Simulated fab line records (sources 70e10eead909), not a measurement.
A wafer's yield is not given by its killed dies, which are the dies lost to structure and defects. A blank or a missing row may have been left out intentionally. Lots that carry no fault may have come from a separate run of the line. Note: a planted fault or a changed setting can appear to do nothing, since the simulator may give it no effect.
Comparing a struck lot with a sound one | flow nand harc | 14 out of 1159 route steps
Sound: the wafers L652.1, L652.2, L652.3. Struck: wafer L649.5 (left out: L649.2, L649.4 of the same lot, which were not struck); the cause appears at the end.
Per side, at each step with rows, come the tool, then ch with its chambers, and then its first start. Under that, the readings that differ: sound wafers | struck wafers | difference of the means | sigmas: that difference in standard deviations of wafers without a fault.
alike: a reading whose means differ by less than 2 such deviations, as well as words and numbers matching on both sides. not compared: withheld readings; readings where some wafer has no value; bounds like >300 that might hide an equal value; numbers whose values overlap and for which the record gives no deviation.
Wherever a step has rows on one side only, a row that says differs or no value, or a row with sigmas, the two part there. Non-overlapping numbers with no deviation appear without sigmas and do not part them. A reading that every wafer of one side lacks parts them only if that side has two wafers or more.

NHARC_A_STAIRCASE_DESCUM_291: chemistry O2, time 3 s.
  sound on rie diel-11 ch 0,1,3, day 14 19:16; struck on rie diel-03 ch 2, day 13 17:08
  reading               | sound             | struck | difference | sigmas
  oes product au (a.u.) | 0.981 0.970 0.992 | 1.015  | +0.034     | +3
  rf vpp V (V)          | 56.3 55.8 57.3    | 58.6   | +2.1       | +2
  alike: chamber pressure mTorr, drypump motor current A, showerhead plenum p Torr, throttle valve pct
  not compared: rf hours counter h
then, 3 steps without rows for these wafers: NHARC_A_STAIRCASE_ETCH_292 (etches the open film in CF4/CHF3); NHARC_A_STAIRCASE_HM_OPEN_460 (chemistry O2/COS); NHARC_A_STAIRCASE_STRIP_461 (strips in O2/COS).
NHARC_A_STAIRCASE_ETCH_452: etches the open film in CF4/O2, target depth 30 nm, overetch 3 nm, time 16.5 s.
  sound: rie diel-11 ch 0,1,3; struck: rie diel-03 ch 3
  reading                        | sound             | struck | difference | sigmas
  chamber pressure mTorr (mTorr) | 29.98 29.99 30.00 | 30.06  | +0.07      | +2
  alike: drypump motor current A, oes_f_703_au, oes product au, rf vpp V, showerhead plenum p Torr, throttle valve pct
  not compared: rf hours counter h
NHARC_A_STAIRCASE_ETCH_294: etches the open film in C4F8/O2/Ar, target depth 4992 nm, time 1212.4 s.
  sound: rie diel-11 ch 0,1,3; struck: rie diel-03 ch 2
  alike: chamber pressure mTorr, oes product au, rf vpp V
  not compared: rf hours counter h
NHARC_A_STAIRCASE_STRIP_295: strips in O2.
  sound: rie diel-11 ch 0,1,3; struck: rie diel-03 ch 0
  reading               | sound             | struck | difference | sigmas
  oes product au (a.u.) | 1.001 0.986 0.984 | 1.024  | +0.034     | +3
  alike: chamber pressure mTorr, drypump motor current A, rf vpp V, showerhead plenum p Torr, throttle valve pct
  not compared: rf hours counter h
then, 3 steps without rows for these wafers: NHARC_A_STAIRCASE_STRIP_296 (strips in SPM, time 900 s); NHARC_A_STAIRCASE_PRECLEAN_297 (cleans in SC1); NHARC_A_STAIRCASE_SRD_298.
NHARC_A_STAIRCASE_HM_DEP_462: deposits aC, target thk 800 nm.
  sound on acl dep-03 ch 0, day 14 22:16; struck on acl dep-03 ch 0, day 14 03:05
  alike: throttle valve pct
NHARC_A_STAIRCASE_DEP_301: deposits SiON, target thk 30 nm.
  sound on pecvd-03 ch 0,1,2, day 15 00:33; struck on pecvd-04 ch 0, day 14 04:41
  reading              | sound             | struck | difference | sigmas
  rf fwd power W (W)   | 349.3 348.1 349.7 | 208.0  | -141.0     | -99 or more
  showerhead vpp V (V) | 1182 1075 1098    | 865    | -253       | -6
  alike: heater power w
then, 2 steps without rows for these wafers: NHARC_A_STAIRCASE_DEHYDRATE_302 (time 120 s); NHARC_END_SORT_01.

## WHERE THEY PART
First at NHARC_A_STAIRCASE_DESCUM_291; last, within this record, at NHARC_A_STAIRCASE_DEP_301.

WHY: the cause the simulator had injected
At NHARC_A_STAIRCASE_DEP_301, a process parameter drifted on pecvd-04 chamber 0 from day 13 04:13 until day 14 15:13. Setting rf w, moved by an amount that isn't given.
